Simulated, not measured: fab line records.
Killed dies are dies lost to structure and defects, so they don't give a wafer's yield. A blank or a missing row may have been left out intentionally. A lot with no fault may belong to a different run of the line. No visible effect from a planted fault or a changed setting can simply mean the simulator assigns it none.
Chamber matching ; flow nand harc ; rie diel-02 running NHARC_P_M1_STRIP_18: 4 sister chambers
The step strips in N2/H2. 14 wafers are shown with their chamber, then 7 later ones without.

## WAFERS WITH THEIR CHAMBER
wafer;chamber;drypump motor current A (A);oes product au (a.u.);rf vpp V (V)
L636.3;0;5.8;1.000;91.9
L636.5;1;5.2;0.991;90.1
L636.6;0;5.8;1.004;91.6
L637.3;3;5.1;0.994;91.2
L637.4;3;5.1;1.008;91.5
L637.5;1;5.1;0.990;91.0
L639.1;2;5.2;0.999;91.6
L639.4;1;5.1;0.997;89.4
L639.6;0;5.8;1.002;90.6
L642.1;3;5.1;1.002;90.6
L642.3;2;5.2;1.003;91.1
L642.6;2;5.2;1.013;90.9
L647.4;0;5.8;0.994;90.3
L647.5;0;5.8;0.998;90.3

SIGNATURES, as means of the wafers listed above
reading;chamber 0;chamber 1;chamber 2;chamber 3;scatter within a chamber
drypump motor current A;5.800;5.133;5.200;5.100;0.0258
oes product au;0.99960;0.99267;1.00500;1.00133;0.00539
rf vpp V;90.940;90.167;91.200;91.100;0.653
Rule: for a wafer and a chamber, the distance is found by dividing, reading by reading, the gap between the wafer's reading and the chamber's mean by the reading's scatter, squaring, summing and taking the root. If the next closest chamber is less than 2 further off than the closest, the wafer can't be placed; otherwise it belongs to the closest. How the scatter is found: for the shown wafers, subtract from each reading the mean of its chamber, square and add these, divide the total by (wafers less chambers), then take the root.

## WAFERS MISSING THEIR CHAMBER
wafer;drypump motor current A (A);oes product au (a.u.);rf vpp V (V)
L647.6;5.2;1.021;89.6
L651.2;5.1;1.016;90.2
L651.4;5.1;1.008;90.8
L651.5;5.2;0.992;89.7
L653.1;5.1;1.006;89.6
L653.2;5.8;0.992;91.2
L653.5;5.1;1.027;90.9

## WHICH CHAMBER EACH ONE RAN IN
wafer;from the rows above;in truth
L647.6;can't be placed: 2 or 3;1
L651.2;can't be placed: 3 or 1 or 2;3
L651.4;can't be placed: 3 or 1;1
L651.5;can't be placed: 1 or 2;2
L653.1;can't be placed: 3 or 1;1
L653.2;0;0
L653.5;can't be placed: 3 or 2 or 1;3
1 of 7 placed correctly. Cannot be placed on the basis of these rows: 6; the candidates contain the true chamber in 5. Number placed wrongly: 0.
